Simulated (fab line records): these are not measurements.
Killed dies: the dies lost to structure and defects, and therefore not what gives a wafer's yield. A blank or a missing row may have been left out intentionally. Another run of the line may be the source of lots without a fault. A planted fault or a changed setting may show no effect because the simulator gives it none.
fab line records	flow n5-finfet
record lots=10	wafers=28	last-day=19
route steps=1938 shown BEOL_M1@824 BEOL_M2@859 BEOL_M4@1111
lots that met no fault: from a run of the same line without faults
start-h: hours from the record's opening day to when the first of the lot's shown wafers began	wait-h: time in hours since the lot's previous step	" unchanged from the row above	L1.1+2: a row that stands for several wafers	- either no value or no given start	* or withheld: withheld	< > ~ a bound
route shown NAME@n: NAME is a module with steps in the file, n the number in the route of the first one	usual: mean/standard deviation taken from wafers without a fault	same: alike in all rows	chamber/n: place in a boat	sites: readings site by site	_std_site: their standard deviation	_edge_site: inner sites' mean taken away from outer sites' mean	radius-mm: for every site, how far away it sits from the centre of the wafer	mask NAME#n: copy n	behind: tool/chamber where the wafer was last shaped	hold: why the lot went on hold/how many hours it stayed there/how the hold came to an end	device: which transistor (n, p or np) failed to switch	end of line: the route-end tests of the same wafers	a step given without rows: its recipe and nothing more	killed: dies that structure and defects cost at the first sort, which is not the same as the wafer's yield	map: the dies of a wafer, with x for killed, . for not killed, _ for no die there
set.NAME: the setting that was run; set.NAME@STEP: the one run at that earlier step	model.NAME: the simulator's own value behind a step, which no gauge read
a sample of lots followed through the steps of the route, with each step as a table and each wafer as a row
services: the hour from which a tool's chamber was out of use, counted from the record's first day as start-h (under 0 if before that day), plus the number of hours and why
## steps
# step N5_BEOL_M1_SPUTTER_90
# recipe material=Cu	target-thk-a=45	temp-c=-20	chamber-pressure-pa=0.07	power-w=withheld	time-s=8.29
# usual chamber-pressure-pa=0.06999/0.00014	throttle-valve-pct=29.9/1.1
lot.wafer	tool	chamber	start-h	wait-h	chamber-pressure-pa	throttle-valve-pct
L866.2	pvd-sputter-02	-	143.89	0.1	0.07005	30.4
L866.4	"	-	"	"	0.0698	29.9
L866.6	"	-	"	"	0.0701	31.9
L868.1	pvd-sputter-01	-	146.18	0.1	0.07016	30.1
L868.4	"	-	"	"	0.06974	31.2
L868.5	"	-	"	"	0.07017	29.6
L867.1	pvd-sputter-02	-	150.42	0.1	0.06999	30.3
L867.4	"	-	"	"	0.06996	29.7
L867.5	"	-	"	"	0.06991	31.6
L871.1	pvd-sputter-02	-	180.85	0.1	0.07012	30.2
L871.4	"	-	"	"	0.06997	29.8
L871.6	"	-	"	"	0.07011	29.8
L875.1	pvd-sputter-02	-	200.56	0.1	0.07014	29.6
L875.4	"	-	"	"	0.06997	31.8
L875.6	"	-	"	"	0.06987	30.1
L876.3	pvd-sputter-02	-	207.52	0.1	0.06976	29.9
L876.4	"	-	"	"	0.06983	29.6
L878.4	pvd-sputter-03	-	214.77	0.1	0.06977	28.4
L878.5	"	-	"	"	0.06992	29.2
L884.1	pvd-sputter-02	-	246.57	0.1	0.07011	29.8
L884.4	"	-	"	"	0.07009	31.8
L884.6	"	-	"	"	0.06997	30.0
L885.1	pvd-sputter-03	-	256.08	0.1	0.07039	30.6
L885.2	"	-	"	"	0.06986	29.1
L885.5	"	-	"	"	0.07002	28.5
L886.2	pvd-sputter-02	-	258.74	0.1	0.07007	29.6
L886.5	"	-	"	"	0.07012	29.7
L886.6	"	-	"	"	0.07	31.8
# step N5_BEOL_M1_SPUTTER_92
# recipe material=Cu	target-thk-a=45	temp-c=-20	chamber-pressure-pa=0.07	power-w=withheld	time-s=8.29
# usual chamber-pressure-pa=0.07/0.00014	throttle-valve-pct=29.9/1.1
lot.wafer	tool	chamber	start-h	wait-h	chamber-pressure-pa	throttle-valve-pct
L866.2	pvd-sputter-02	-	144.11	0.1	0.07009	30.5
L866.4	"	-	"	"	0.06988	29.7
L866.6	"	-	"	"	0.07015	32.0
L868.1	pvd-sputter-01	-	146.40	0.1	0.06999	30.0
L868.4	"	-	"	"	0.07002	30.9
L868.5	"	-	"	"	0.06997	29.7
L867.1	pvd-sputter-02	-	150.64	0.1	0.06981	30.5
L867.4	"	-	"	"	0.06971	29.9
L867.5	"	-	"	"	0.07001	31.6
L871.1	pvd-sputter-02	-	181.07	0.1	0.07008	30.2
L871.4	"	-	"	"	0.07005	29.9
L871.6	"	-	"	"	0.06985	30.2
L875.1	pvd-sputter-02	-	200.78	0.1	0.06991	29.8
L875.4	"	-	"	"	0.0701	31.8
L875.6	"	-	"	"	0.07016	29.9
L876.3	pvd-sputter-02	-	207.74	0.1	0.0701	30.2
L876.4	"	-	"	"	0.07014	29.7
L878.4	pvd-sputter-03	-	214.99	0.1	0.07002	28.7
L878.5	"	-	"	"	0.06999	29.1
L884.1	pvd-sputter-02	-	246.79	0.1	0.07004	29.6
L884.4	"	-	"	"	0.07032	31.7
L884.6	"	-	"	"	0.06982	29.8
L885.1	pvd-sputter-03	-	256.30	0.1	0.07002	30.7
L885.2	"	-	"	"	0.07017	29.0
L885.5	"	-	"	"	0.06987	28.7
L886.2	pvd-sputter-02	-	258.96	0.1	0.06996	29.7
L886.5	"	-	"	"	0.07014	30.0
L886.6	"	-	"	"	0.06989	31.9
# step N5_BEOL_M1_CO_CAP_55
# recipe material=Co	target-thk-a=20	temp-c=200	precursor=CCTBA/H2	pressure-torr=30	time-s=102.1
# usual heater-power-outer-w=118/11	heater-power-w=220/15
lot.wafer	tool	chamber	start-h	wait-h	heater-power-outer-w	heater-power-w
L866.2	cvd-co-02	0	145.56	0.0	108	215
L866.4	"	0	"	"	109	211
L866.6	"	1	"	"	132	239
L868.1	cvd-co-01	2	148.04	0.0	112	205
L868.4	"	0	"	"	109	209
L868.5	"	2	"	"	111	204
L867.1	cvd-co-01	1	154.85	0.0	113	234
L867.4	"	2	"	"	112	206
L867.5	"	0	"	"	106	200
L871.1	cvd-co-01	2	184.34	0.0	110	207
L871.4	"	1	"	"	113	223
L871.6	"	0	"	"	109	202
L875.1	cvd-co-02	2	202.29	0.0	131	232
L875.4	"	0	"	"	104	213
L875.6	"	2	"	"	136	233
L876.3	cvd-co-02	0	209.04	0.0	109	213
L876.4	"	0	"	"	108	206
L878.4	cvd-co-02	0	216.34	0.0	109	213
L878.5	"	1	"	"	134	238
L884.1	cvd-co-02	2	248.13	0.0	133	235
L884.4	"	0	"	"	109	213
L884.6	"	1	"	"	132	244
L885.1	cvd-co-02	1	257.60	0.0	136	247
L885.2	"	0	"	"	110	210
L885.5	"	2	"	"	130	234
L886.2	cvd-co-02	2	260.26	0.0	134	240
L886.5	"	1	"	"	137	247
L886.6	"	2	"	"	136	237
# step N5_BEOL_M2_ETCH_63
# recipe chemistry=CF4	target=SiARC	target-depth-a=156	mask-material=CAR-EUV	time-s=26	ion-energy-ev=80	pressure-mtorr=40	source-w=545	bias-w=36	Ar_flow_sccm=100	cf4-flow-sccm=100	ends=cleared
# usual drypump-motor-current-A=5.9/0.49	etch-rf-on-time-s=26.4/0.49	oes-product-au=0.66/0.085	rf-vpp-V=183.9/1.3	showerhead-plenum-p-Torr=2.13/0.075	throttle-valve-pct=15.6/0.31
lot.wafer	tool	chamber	start-h	wait-h	drypump-motor-current-A	etch-rf-on-time-s	oes-product-au	rf-hours-counter-h	rf-vpp-V	showerhead-plenum-p-Torr	throttle-valve-pct
L866.2	rie-diel-04	3	147.87	0.0	5.2	26.7	0.60	225	182.2	2.03	15.5
L866.4	"	1	"	"	6.4	28.1	0.56	-	184.7	2.19	15.6
L866.6	"	0	"	"	6.0	26.8	0.65	-	184.3	2.15	16.0
L868.1	rie-diel-03	2	149.37	0.0	5.3	26.2	0.67	110	183.7	2.07	15.3
L868.4	"	0	"	"	5.6	26.8	0.59	214	182.7	2.04	15.6
L868.5	"	2	"	"	5.3	26.3	0.67	-	184.3	2.07	15.3
L867.1	rie-diel-03	1	158.61	0.0	5.2	26.9	0.58	242	183.9	2.19	15.6
L867.4	"	0	"	"	5.6	27.1	0.58	216	182.8	2.04	15.6
L867.5	"	1	"	"	5.2	26.8	0.58	-	185.5	2.19	15.6
L871.1	rie-diel-04	2	186.09	0.0	5.6	26.6	0.61	186	183.9	2.05	15.9
L871.4	"	0	"	"	6.0	26.6	0.64	134	183.4	2.15	16.0
L871.6	"	2	"	"	5.6	26.7	0.60	-	183.0	2.05	15.9
L875.1	rie-diel-04	3	205.15	0.0	5.2	27.0	0.58	245	182.8	2.02	15.6
L875.4	"	2	"	"	5.6	31.5	0.55	193	182.6	2.05	15.9
L875.6	"	2	"	"	5.6	31.7	0.56	-	182.9	2.05	15.9
L876.3	rie-diel-04	1	211.31	0.0	6.4	26.9	0.77	11	183.5	2.18	15.2
L876.4	"	0	"	"	6.0	31.9	0.58	143	183.7	2.15	16.0
L878.4	rie-diel-04	2	218.05	0.0	5.6	32.1	0.54	-	183.8	2.05	15.9
L878.5	"	1	"	"	6.4	26.5	0.77	-	185.6	2.18	15.2
L884.1	rie-diel-01	3	250.62	0.0	5.9	25.3	0.76	61	183.2	2.09	15.2
L884.4	"	3	"	"	6.0	25.4	0.75	-	181.3	2.09	15.2
L884.6	"	2	"	"	6.6	26.3	0.63	-	182.6	2.05	16.0
L885.1	rie-diel-03	2	260.82	0.0	5.3	26.5	0.63	157	182.7	2.05	15.4
L885.2	"	3	"	"	6.5	26.9	0.59	237	183.1	2.19	15.7
L885.5	"	3	"	"	6.5	26.7	0.59	-	186.1	2.19	15.7
L886.2	rie-diel-03	0	261.68	0.0	5.6	26.0	0.84	0	185.5	2.28	15.2
L886.5	"	3	"	"	6.5	27.1	0.59	-	184.3	2.19	15.7
L886.6	"	0	"	"	5.6	26.0	0.84	-	184.3	2.28	15.2
# step N5_BEOL_M4_RC_MEAS_101
# usual DIBL_N=35.8/1.7	DIBL_P=35.3/2	IOFF_N=0.150/0.026	IOFF_P=0.194/0.029	ION_N=667/11	ION_P=456/7.1	SS_N=71.4/0.65	SS_P=73.1/0.64	VT_N=251/3	VT_P=-252/3.2
lot.wafer	tool	chamber	start-h	wait-h	DIBL_N[mV/V]	DIBL_P[mV/V]	IOFF_N[nA/um]	IOFF_P[nA/um]	ION_N[uA/um]	ION_P[uA/um]	SS_N[mV/dec]	SS_P[mV/dec]	VT_N[mV]	VT_P[mV]
L867.1	prober-02	0	223.98	0.0	36.1	36.4	0.148	0.197	663	452	71.0	73.3	252	-252
L867.4	"	0	"	"	36.0	36.0	0.150	0.196	671	462	71.1	73.4	253	-255
L867.5	"	0	"	"	37.7	37.8	0.173	0.228	666	457	72.4	74.0	247	-250
L868.1	prober-02	0	239.13	0.0	36.3	39.2	0.181	0.208	679	459	71.7	73.6	248	-252
L868.4	"	0	"	"	35.5	38.0	0.148	0.189	659	453	72.0	73.9	249	-253
L868.5	"	0	"	"	35.1	37.0	0.158	0.186	675	458	71.8	72.7	252	-253
L866.2	prober-01	0	242.50	0.2	37.5	35.6	0.165	0.191	659	444	72.8	73.9	253	-255
L866.4	"	0	"	"	38.0	37.8	0.195	0.236	665	447	72.9	74.3	246	-248
L866.6	"	0	"	"	35.9	35.0	0.141	0.187	644	442	72.0	72.9	253	-253
L871.1	prober-02	0	260.43	0.0	34.8	34.4	0.118	0.165	659	450	70.4	72.9	254	-255
L871.4	"	0	"	"	35.6	35.2	0.126	0.167	649	448	71.1	72.2	254	-256
L871.6	"	0	"	"	34.6	33.4	0.110	0.152	638	445	70.9	72.4	257	-259
L875.1	prober-02	0	276.82	0.0	33.9	32.9	0.124	0.169	660	451	71.0	72.6	254	-252
L875.4	"	0	"	"	35.7	34.6	0.149	0.199	673	465	70.5	72.7	252	-251
L875.6	"	0	"	"	36.5	34.1	0.156	0.182	665	450	70.8	72.6	251	-254
L876.3	prober-02	0	286.88	0.3	32.9	32.1	0.104	0.162	668	461	70.4	72.0	254	-252
L876.4	"	0	"	"	36.3	35.2	0.139	0.201	664	467	70.6	72.2	253	-251
L878.4	prober-01	0	287.41	0.5	33.9	32.7	0.123	0.162	656	453	71.0	72.5	252	-254
L878.5	"	0	"	"	36.5	34.9	0.155	0.184	661	453	71.7	73.5	251	-252
L884.1	prober-01	0	335.82	0.0	36.1	35.1	0.165	0.231	666	467	71.9	72.7	245	-246
L884.4	"	0	"	"	38.2	36.6	0.209	0.262	691	470	71.8	73.3	243	-244
L884.6	"	0	"	"	34.3	31.9	0.121	0.186	652	458	70.9	72.6	251	-251
L885.1	prober-01	0	338.72	0.0	33.6	33.6	0.139	0.173	664	454	70.7	72.6	250	-253
L885.2	"	0	"	"	33.7	32.3	0.123	0.147	652	452	70.9	71.9	254	-257
L885.5	"	0	"	"	33.3	32.0	0.122	0.149	652	445	70.9	72.5	251	-256
L886.2	prober-01	0	344.32	0.2	34.3	34.8	0.117	0.170	668	463	70.9	73.4	255	-253
L886.5	"	0	"	"	36.6	37.6	0.153	0.217	666	458	71.9	73.2	253	-251
L886.6	"	0	"	"	34.5	35.9	0.129	0.184	674	463	71.3	73.1	252	-253
## services
tool	chamber	start-h	hours	kind
cvd-co-02	0	122.66	6.9	repair
cvd-co-02	2	123.80	9.2	repair
cvd-co-01	-	134.37	2.8	pm
cvd-co-01	-	139.01	6.9	pm
rie-diel-04	1	156.64	-	clean
rie-diel-04	1	156.64	-	consumable-replace:focus-ring
rie-diel-04	1	156.64	21.8	scheduled-down
rie-diel-04	1	156.64	21.8	vent-cycle
rie-diel-04	0	159.67	9.2	repair
rie-diel-04	3	166.89	6.3	repair
rie-diel-03	1	182.04	-	clean
rie-diel-03	1	182.04	-	consumable-replace:focus-ring
rie-diel-03	1	182.04	21.0	scheduled-down
rie-diel-01	2	196.01	16.2	repair
rie-diel-04	3	217.41	-	clean
rie-diel-04	3	217.41	-	consumable-replace:focus-ring
rie-diel-04	3	217.41	-	consumable-replace:showerhead
rie-diel-04	3	217.41	30.8	scheduled-down
rie-diel-04	3	217.41	30.8	vent-cycle
cvd-co-02	-	217.85	0.5	repair
pvd-sputter-02	-	228.43	5.9	repair
rie-diel-01	0	236.26	2.0	repair
rie-diel-01	1	242.72	9.3	repair
rie-diel-03	1	252.93	10.3	repair
## key
first-sign step=N5_BEOL_M2_ETCH_63	reading=etch-rf-on-time-s	direction=up	sigmas=11	usual=*	struck=*
effect none on later readings
met-at N5_BEOL_M2_ETCH_63
struck-lots L875,L876,L878
struck-wafers L875.4,L875.6,L876.4,L878.4
not-acting-at N5_BEOL_M1_SPUTTER_90,N5_BEOL_M1_SPUTTER_92,N5_BEOL_M1_CO_CAP_55
onset-between 186.09 205.15
fault kind=process-parameter-drift	tool=rie-diel-04	chamber=-	onset-h=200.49	steps=N5_BEOL_M2_ETCH_63	channel=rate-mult	offset=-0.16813	shape=step	end-h=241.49	scope=struck-wafers-only
